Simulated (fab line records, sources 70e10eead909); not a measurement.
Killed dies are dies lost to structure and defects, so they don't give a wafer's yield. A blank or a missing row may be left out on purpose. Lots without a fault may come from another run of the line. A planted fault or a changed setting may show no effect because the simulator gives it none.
Chamber matching | flow nand_harc | NHARC_A_STAIRCASE_DEP_417 on pecvd-01: 3 sister chambers
The step deposits Si3N4, target thk 60 nm. 20 wafers are shown with their chamber, then 10 later ones without.

WAFERS WITH THEIR CHAMBER
wafer  | chamber | heater_power_w (W)
L075.2 | 1       | 611
L075.3 | 2       | 643
L075.4 | 1       | 621
L077.1 | 0       | 707
L077.3 | 2       | 683
L077.4 | 1       | 618
L079.1 | 1       | 641
L079.4 | 2       | 693
L079.6 | 1       | 521
L084.4 | 0       | 742
L084.5 | 1       | 540
L084.6 | 2       | 637
L083.1 | 2       | 643
L083.2 | 1       | 653
L083.5 | 2       | 649
L082.1 | 1       | 576
L082.2 | 0       | 741
L082.5 | 0       | 737
L085.1 | 0       | 799
L085.4 | 1       | 594

SIGNATURES (means of the wafers above)
reading        | chamber 0 | chamber 1 | chamber 2 | scatter within a chamber
heater_power_w | 745.20    | 597.22    | 658.00    | 36.8
Rule: a wafer's distance from a chamber is the root of the sum, over the readings, of the square of ((its reading less the chamber's mean) divided by the reading's scatter). The wafer belongs to the nearest chamber; if the next one is less than 2 further off, it can't be placed. The scatter: the root of (the sum of the squares of (reading less its chamber's mean) over the shown wafers, divided by (wafers less chambers)).

WAFERS WITHOUT THEIR CHAMBER
wafer  | heater_power_w (W)
L085.6 | 816
L091.1 | 652
L091.2 | 786
L091.3 | 615
L094.2 | 842
L094.4 | 829
L094.5 | 649
L093.1 | 592
L093.3 | 733
L093.6 | 593

WHICH CHAMBER EACH WENT THROUGH
wafer  | from the rows above     | in truth
L085.6 | 0                       | 0
L091.1 | can't be placed: 2 or 1 | 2
L091.2 | 0                       | 0
L091.3 | can't be placed: 1 or 2 | 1
L094.2 | 0                       | 0
L094.4 | 0                       | 0
L094.5 | can't be placed: 2 or 1 | 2
L093.1 | can't be placed: 1 or 2 | 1
L093.3 | can't be placed: 0 or 2 | 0
L093.6 | can't be placed: 1 or 2 | 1
Placed correctly: 4 of 10. Can't be placed from these rows: 6 (the true chamber is among the candidates in 6). Placed wrongly: 0.
